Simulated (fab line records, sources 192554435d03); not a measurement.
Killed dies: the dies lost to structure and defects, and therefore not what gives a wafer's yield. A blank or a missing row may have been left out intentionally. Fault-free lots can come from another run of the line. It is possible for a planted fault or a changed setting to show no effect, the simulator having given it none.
fab line records -- flow n5_finfet
[record] lots = 12, wafers = 35, last_day = 17
route steps=1938 shown HKMG_FIN@407 PASSIVATION@1936
lots with no fault: from the same line, run without faults
start_h: hours from the record's first day to the start of the lot's first wafer shown -- wait_h: hours since the lot's step before -- " as in the row above -- L1.1+2: a single row standing in for several wafers -- - no value, or no start given -- * or withheld: withheld -- < > ~ a bound
route shown NAME@n: NAME is a module with steps in the file, n the number in the route of the first one -- usual: mean/standard deviation taken from wafers without a fault -- same: alike in all rows -- chamber/n: place in a boat -- sites: readings site by site -- _std_site: standard deviation of those values -- _edge_site: mean of outer sites minus mean of inner sites -- radius_mm: how far each site lies from the wafer's centre -- mask NAME#n: copy n -- behind: the last tool/chamber to shape the wafer -- hold: why the lot was held/for how many hours/how that ended -- device: the n, p or np transistor that did not switch -- end of line: tests run on the same wafers once the route is complete -- where a step has no rows: the recipe by itself -- killed: dies that structure and defects cost at the first sort, which is not the same as the wafer's yield -- map: per-die view of a wafer (x killed, . not killed, _ where there is no die)
set.NAME: the setting the step ran with; set.NAME@STEP: the setting that earlier step ran with -- model.NAME: the simulator's own value behind a step, which no gauge read
one table for each step of the route and one row for each wafer, over a sample of lots
services: when a tool's chamber went out of use (start_h, in hours from the record's first day, below 0 if earlier), for how many hours, and the reason
[[steps]]
[step N5_HKMG_FIN_STRIP_93]
[recipe] chemistry = N2/H2, material = SOC, time_s = 20, power_w = 500, temp_c = 40, pressure_mtorr = 50, rf_frequency_hz = 6e+07, bias_power_w = 8, h2_frac = 0.5, n2_flow_sccm = 300, h2_flow_sccm = 300
[usual] drypump_motor_current_A = 5.9/0.34, oes_product_au = 0.78/0.076, rf_vpp_V = 54.2/0.79, showerhead_plenum_p_Torr = 3.41/0.095, throttle_valve_pct = 19.0/0.37
lot.wafer,tool,chamber,start_h,wait_h,drypump_motor_current_A,oes_product_au,rf_hours_counter_h,rf_vpp_V,showerhead_plenum_p_Torr,throttle_valve_pct
L476.1,rie_diel-04,3,80.45,0.2,6.2,0.79,142,55.3,3.37,19.1
L476.3,rie_diel-04,2,80.45,0.2,6.1,0.78,134,54.9,3.38,19.8
L476.6,rie_diel-04,2,80.45,0.2,6.1,0.77,-,54.0,3.38,19.8
L477.1,rie_diel-04,3,86.09,0.2,6.2,0.78,144,54.8,3.36,19.1
L477.3,rie_diel-04,1,86.09,0.2,6.5,0.70,212,54.9,3.46,19.0
L477.5,rie_diel-04,0,86.09,0.2,6.3,0.73,-,53.4,3.48,19.1
L478.1,rie_diel-03,2,94.00,0.2,5.8,0.95,19,54.2,3.56,18.5
L478.2,rie_diel-03,3,94.00,0.2,5.5,0.74,159,55.2,3.35,19.2
L478.5,rie_diel-03,3,94.00,0.2,5.5,0.75,-,53.9,3.35,19.2
L479.1,rie_diel-05,3,96.78,0.2,5.8,0.91,24,53.4,3.28,18.7
L479.3,rie_diel-05,2,96.78,0.2,5.5,0.89,23,54.6,3.42,18.8
L479.5,rie_diel-05,0,96.78,0.2,5.7,0.93,-,54.8,3.56,18.4
L481.1,rie_diel-04,0,107.49,0.2,6.3,0.72,201,54.4,3.47,19.1
L481.4,rie_diel-04,1,107.49,0.2,6.5,0.70,219,54.2,3.46,19.0
L481.6,rie_diel-04,3,107.49,0.2,6.2,0.78,-,54.2,3.36,19.1
L482.3,rie_diel-04,0,115.97,0.2,6.3,0.72,205,54.6,3.47,19.1
L482.4,rie_diel-04,1,115.97,0.2,6.5,0.70,222,53.3,3.46,19.0
L482.5,rie_diel-04,0,115.97,0.2,6.3,0.72,-,55.5,3.47,19.1
L483.2,rie_diel-05,2,122.51,0.2,5.5,0.88,33,54.4,3.41,18.9
L483.3,rie_diel-05,1,122.51,0.2,5.5,0.72,167,55.6,3.50,19.2
L483.6,rie_diel-05,0,122.51,0.2,5.7,0.90,-,54.2,3.56,18.4
L484.3,rie_diel-05,1,130.77,0.2,5.5,0.71,170,53.7,3.50,19.2
L484.4,rie_diel-05,2,130.77,0.2,5.5,0.88,36,53.2,3.41,18.9
L484.5,rie_diel-05,2,130.77,0.2,5.5,0.89,-,53.7,3.41,18.9
L486.2,rie_diel-04,0,138.22,0.2,6.3,0.72,214,52.7,3.47,19.1
L486.4,rie_diel-04,1,138.22,0.2,6.4,0.69,232,54.9,3.45,19.0
L486.5,rie_diel-04,2,138.22,0.2,6.1,0.76,-,53.8,3.37,19.8
L493.3,rie_diel-05,2,181.97,0.2,5.5,0.85,52,54.7,3.40,18.9
L493.6,rie_diel-05,0,181.97,0.2,5.6,0.87,-,54.0,3.55,18.4
L495.1,rie_diel-03,1,194.80,0.2,5.4,0.75,171,53.2,3.22,18.7
L495.4,rie_diel-03,2,194.80,0.2,5.8,0.88,53,54.4,3.54,18.5
L495.6,rie_diel-03,0,194.80,0.2,5.7,0.68,-,54.7,3.44,19.3
L497.3,rie_diel-05,3,211.68,0.2,5.9,0.84,64,53.9,3.25,18.8
L497.4,rie_diel-05,1,211.68,0.2,5.5,0.69,196,54.1,3.48,19.2
L497.6,rie_diel-05,1,211.68,0.2,5.5,0.69,-,54.1,3.48,19.2
[step N5_HKMG_FIN_INSPECT_14]
[recipe] mode = adi, inspect_instrument = macro
[usual] raw_defect_count = 2.0/1.4
lot.wafer,tool,chamber,start_h,wait_h,raw_defect_count
L476.1,defect_inspect-02,-,83.07,0.0,2
L476.3,defect_inspect-02,-,83.07,0.0,1
L476.6,defect_inspect-02,-,83.07,0.0,3
L477.1,defect_inspect-01,-,88.89,0.0,3
L477.3,defect_inspect-01,-,88.89,0.0,1
L477.5,defect_inspect-01,-,88.89,0.0,1
L478.1,defect_inspect-02,-,96.92,0.0,1
L478.2,defect_inspect-02,-,96.92,0.0,1
L478.5,defect_inspect-02,-,96.92,0.0,5
L479.1,defect_inspect-02,-,99.50,0.0,3
L479.3,defect_inspect-02,-,99.50,0.0,5
L479.5,defect_inspect-02,-,99.50,0.0,1
L481.1,defect_inspect-01,-,110.23,0.0,3
L481.4,defect_inspect-01,-,110.23,0.0,2
L481.6,defect_inspect-01,-,110.23,0.0,1
L482.3,defect_inspect-01,-,118.91,0.0,0
L482.4,defect_inspect-01,-,118.91,0.0,3
L482.5,defect_inspect-01,-,118.91,0.0,2
L483.2,defect_inspect-02,-,125.22,0.0,1
L483.3,defect_inspect-02,-,125.22,0.0,2
L483.6,defect_inspect-02,-,125.22,0.0,1
L484.3,defect_inspect-02,-,133.38,0.0,1
L484.4,defect_inspect-02,-,133.38,0.0,0
L484.5,defect_inspect-02,-,133.38,0.0,1
L486.2,defect_inspect-02,-,140.84,0.0,4
L486.4,defect_inspect-02,-,140.84,0.0,2
L486.5,defect_inspect-02,-,140.84,0.0,2
L493.3,defect_inspect-02,-,184.58,0.0,2
L493.6,defect_inspect-02,-,184.58,0.0,0
L495.1,defect_inspect-02,-,197.52,0.0,5
L495.4,defect_inspect-02,-,197.52,0.0,2
L495.6,defect_inspect-02,-,197.52,0.0,2
L497.3,defect_inspect-02,-,214.22,0.0,4
L497.4,defect_inspect-02,-,214.22,0.0,2
L497.6,defect_inspect-02,-,214.22,0.0,1
[step N5_HKMG_FIN_ETCH_32]
[recipe] chemistry = N2/H2, target = SOC, target_depth_a = 2400, temp_c = 40, time_s = 300, ion_energy_ev = 200, mask_material = SiARC, pressure_mtorr = 30, source_w = 840, bias_w = 150, n2_flow_sccm = 200, h2_flow_sccm = 200
[usual] drypump_motor_current_A = 5.9/0.35, oes_product_au = 0.78/0.083, rf_vpp_V = 525.0/2.1, showerhead_plenum_p_Torr = 2.58/0.07, throttle_valve_pct = 17.90/0.29
lot.wafer,tool,chamber,start_h,wait_h,drypump_motor_current_A,oes_product_au,rf_hours_counter_h,rf_vpp_V,showerhead_plenum_p_Torr,throttle_valve_pct
L476.1,rie_diel-04,2,83.28,0.0,6.1,0.76,134,525.0,2.56,18.31
L476.3,rie_diel-04,0,83.28,0.0,6.2,0.73,192,525.5,2.64,17.92
L476.6,rie_diel-04,2,83.28,0.0,6.1,0.77,-,524.9,2.56,18.32
L477.1,rie_diel-03,0,89.39,0.0,5.7,0.70,208,527.1,2.62,18.09
L477.3,rie_diel-03,2,89.39,0.0,5.8,0.95,18,527.1,2.70,17.38
L477.5,rie_diel-03,1,89.39,0.0,5.4,0.78,-,519.7,2.44,17.43
L478.1,rie_diel-05,1,97.23,0.0,5.5,0.73,158,527.7,2.66,17.94
L478.2,rie_diel-05,0,97.23,0.0,5.6,0.92,10,527.7,2.70,17.37
L478.5,rie_diel-05,1,97.23,0.0,5.5,0.73,-,528.2,2.66,17.94
L479.1,rie_diel-04,3,99.64,0.0,6.2,0.79,148,525.2,2.55,18.05
L479.3,rie_diel-04,1,99.64,0.0,6.5,0.69,216,527.2,2.62,18.04
L479.5,rie_diel-04,0,99.64,0.0,6.3,0.73,-,526.5,2.63,17.91
L481.1,rie_diel-05,1,110.67,0.0,5.5,0.72,163,526.7,2.65,17.95
L481.4,rie_diel-05,2,110.67,0.0,5.5,0.89,29,524.2,2.59,17.65
L481.6,rie_diel-05,2,110.67,0.0,5.5,0.89,-,524.9,2.59,17.65
L482.3,rie_diel-04,0,119.04,0.0,6.4,0.74,206,526.9,2.63,17.93
L482.4,rie_diel-04,1,119.04,0.0,6.4,0.70,-,525.1,2.62,18.05
L482.5,rie_diel-04,3,119.04,0.0,6.3,0.78,-,525.1,2.54,18.07
L483.2,rie_diel-03,2,125.35,0.0,5.8,0.91,30,529.3,2.70,17.42
L483.3,rie_diel-03,0,125.35,0.0,5.7,0.69,214,527.1,2.62,18.09
L483.6,rie_diel-03,0,125.35,0.0,5.7,0.69,-,525.8,2.62,18.11
L484.3,rie_diel-05,1,133.51,0.0,5.5,0.72,170,527.3,2.65,17.97
L484.4,rie_diel-05,0,133.51,0.0,5.7,0.90,23,529.6,2.70,17.39
L484.5,rie_diel-05,2,133.51,0.0,5.5,0.88,-,525.1,2.58,17.68
L486.2,rie_diel-04,2,140.96,0.0,6.1,0.76,149,524.7,2.55,18.34
L486.4,rie_diel-04,0,140.96,0.0,6.3,0.71,214,526.6,2.63,17.95
L486.5,rie_diel-04,1,140.96,0.0,6.5,0.69,-,526.1,2.62,18.07
L493.3,rie_diel-05,3,184.70,0.0,5.8,0.85,54,522.5,2.46,17.63
L493.6,rie_diel-05,2,184.70,0.0,5.5,0.85,-,524.7,2.57,17.70
L495.1,rie_diel-04,3,197.65,0.0,6.3,0.75,183,524.3,2.53,18.12
L495.4,rie_diel-04,2,197.65,0.0,6.1,0.74,168,523.6,2.54,18.38
L495.6,rie_diel-04,3,197.65,0.0,6.3,0.75,-,524.2,2.53,18.12
L497.3,rie_diel-04,2,215.29,0.0,6.1,0.74,177,523.8,2.54,18.39
L497.4,rie_diel-04,1,215.29,0.0,6.5,1.03,0,525.5,2.61,17.69
L497.6,rie_diel-04,1,215.29,0.0,6.4,1.02,-,525.1,2.61,17.69
[step N5_HKMG_FIN_ALD_91]
[recipe] material = TiN, target_thk_a = 10, temp_c = 400, ald_precursor_family = TiCl4, ald_co_reactant = NH3, pulse_time_s = 1, purge_time_s = 3, co_reactant_purge_time_s = 2, co_reactant_pulse_time_s = 2, ald_cycles = 47, pressure_torr = 3
[usual] co_reactant_pulse_time_s = 2/0, heater_power_w = 879/41, precursor_pulse_height_rel = 1.000/0.019
[same] ald_cycles = 47
lot.wafer,tool,chamber,start_h,wait_h,co_reactant_pulse_time_s,heater_power_w,precursor_pulse_height_rel
L476.1,ald_metal-02,3,84.16,0.3,2,858,1.000
L476.3,ald_metal-02,0,84.16,0.3,2,974,1.013
L476.6,ald_metal-02,1,84.16,0.3,2,858,1.041
L477.1,ald_metal-01,2,90.32,0.3,2,857,0.976
L477.3,ald_metal-01,0,90.32,0.3,2,926,0.996
L477.5,ald_metal-01,0,90.32,0.3,2,898,1.004
L478.1,ald_metal-01,3,98.20,0.3,2,841,0.980
L478.2,ald_metal-01,0,98.20,0.3,2,920,1.038
L478.5,ald_metal-01,2,98.20,0.3,2,886,1.018
L479.1,ald_metal-03,2,100.53,0.3,2,809,1.002
L479.3,ald_metal-03,0,100.53,0.3,2,901,1.023
L479.5,ald_metal-03,0,100.53,0.3,2,894,0.981
L481.1,ald_metal-01,0,111.56,0.3,2,921,1.012
L481.4,ald_metal-01,3,111.56,0.3,2,843,0.994
L481.6,ald_metal-01,0,111.56,0.3,2,931,1.008
L482.3,ald_metal-01,2,119.93,0.1,2,861,0.960
L482.4,ald_metal-01,2,119.93,0.1,2,879,0.963
L482.5,ald_metal-01,0,119.93,0.1,2,929,1.000
L483.2,ald_metal-01,0,126.24,0.3,2,921,0.978
L483.3,ald_metal-01,2,126.24,0.3,2,864,1.005
L483.6,ald_metal-01,0,126.24,0.3,2,906,1.004
L484.3,ald_metal-01,2,134.39,0.1,2,876,0.994
L484.4,ald_metal-01,0,134.39,0.1,2,944,1.039
L484.5,ald_metal-01,2,134.39,0.1,2,858,1.018
L486.2,ald_metal-01,2,141.85,0.3,2,859,1.002
L486.4,ald_metal-01,0,141.85,0.3,2,913,1.014
L486.5,ald_metal-01,3,141.85,0.3,2,820,0.976
L493.3,ald_metal-01,3,185.59,0.1,2,853,1.018
L493.6,ald_metal-01,2,185.59,0.1,1.8841,852,1.007
L495.1,ald_metal-01,0,198.54,0.3,2,911,1.001
L495.4,ald_metal-01,2,198.54,0.3,2,870,1.013
L495.6,ald_metal-01,1,198.54,0.3,1.8841,875,1.024
L497.3,ald_metal-02,3,216.18,0.1,2,859,0.994
L497.4,ald_metal-02,1,216.18,0.1,2,860,0.974
L497.6,ald_metal-02,3,216.18,0.1,2,859,0.998
[step N5_PASSIVATION_PROBE_49]
[usual] killed_at_M0_to_M3 = 35/11, killed_at_M4_up = 14/5.4, killed_at_contacts = 12/6.2, killed_at_front_end = 38/11, killed_at_other = 4.1/2.8, killed_dies = 103/17, killed_open = 66/13, killed_short = 34/8.2
[same] gross_dies = 1180, killed_at_back_side = 0
lot.wafer,tool,chamber,start_h,wait_h,killed_at_M0_to_M3,killed_at_M4_up,killed_at_contacts,killed_at_front_end,killed_at_other,killed_dies,killed_open,killed_short
L478.1,prober-02,-,277.98,0.0,39,14,21,55,5,134,88,42
L478.2,prober-02,-,278.03,0.1,33,20,9,18,5,85,59,25
L478.5,prober-02,-,278.18,0.2,33,17,13,33,1,97,68,23
L495.6,prober-01,-,410.67,0.3,46,10,6,34,5,101,68,27
// killed by level:class
L478.1 MOL_CONTACT_COAG:geometric_particle:open=17 BEOL_M3:geometric_particle:open=11 FIN_SAQP:geometric_particle:short=10 STI_FIN_REVEAL:geometric_particle:open=10 FIN_SAQP:geometric_particle:open=9 BEOL_M0_SAQP:geometric_particle:open=8 BEOL_M4:geometric_particle:open=6 SPACER0:geometric_particle:open=6
L478.2 BEOL_M4:geometric_particle:open=14 BEOL_M0_SAQP:geometric_particle:open=10 BEOL_M3:geometric_particle:open=9 MOL_CONTACT_COAG:geometric_particle:open=6 BEOL_M1:geometric_particle:open=6 STI_FIN_REVEAL:geometric_particle:open=5 FIN_SAQP:geometric_particle:short=3 MOL_CONTACT_COAG:geometric_particle:short=3
L478.5 MOL_CONTACT_COAG:geometric_particle:open=11 BEOL_M4:geometric_particle:open=11 BEOL_M0_SAQP:geometric_particle:open=10 BEOL_M1:geometric_particle:open=9 BEOL_M3:geometric_particle:open=7 STI_FIN_REVEAL:geometric_particle:open=6 FIN_SAQP:geometric_particle:short=5 STARTING-WAFER:geometric_particle:open=4
L495.6 BEOL_M0_SAQP:geometric_particle:open=15 BEOL_M0_SAQP:geometric_particle:short=9 BEOL_M1:geometric_particle:open=9 BEOL_M3:geometric_particle:open=7 FIN_SAQP:geometric_particle:open=5 FIN_SAQP:geometric_particle:short=4 DUMMY_GATE:geometric_particle:open=4 MOL_CONTACT_COAG:geometric_particle:open=4
[[services]]
tool,chamber,start_h,hours,kind
ald_metal-03,-,59.51,8.7,pm
rie_diel-04,2,65.79,6.7,repair
ald_metal-01,1,78.89,42.1,repair
ald_metal-03,1,87.52,14.0,repair
rie_diel-03,3,95.34,22.6,repair
rie_diel-03,0,103.91,18.7,repair
rie_diel-03,-,112.50,2.8,repair
rie_diel-04,2,116.92,6.0,repair
ald_metal-02,-,156.57,0.7,repair
ald_metal-01,-,160.28,0.9,repair
rie_diel-04,1,198.07,-,clean
rie_diel-04,1,198.07,-,consumable_replace:focus_ring
rie_diel-04,1,198.07,16.8,scheduled_down
rie_diel-04,1,198.07,16.8,vent_cycle
[[key]]
[first_sign] step = N5_HKMG_FIN_ALD_91, reading = co_reactant_pulse_time_s, direction = down, sigmas = 99+, usual = *, struck = *
effect none on later readings
met_at N5_HKMG_FIN_ALD_91
struck_lots L493,L495
struck_wafers L493.6,L495.6
tester_left_out L493,L495
not_acting_at N5_HKMG_FIN_STRIP_93,N5_HKMG_FIN_INSPECT_14,N5_HKMG_FIN_ETCH_32
onset_between 141.85 185.59
[fault] kind = process_parameter_drift, tool = ald_metal-01, chamber = -, onset_h = 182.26, steps = N5_HKMG_FIN_ALD_91, channel = co_reactant_pulse_time_s, offset = *, shape = step, end_h = 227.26, scope = struck_wafers_only, acts_in = *, stated = *
// tester_left_out: of these lots the tester's yield and bins aren't shown, on N5 and GAA mostly nor the transistor test; their killed dies are dies lost to structure and defects alone, not to doping, threshold or leakage, so they don't give the yield
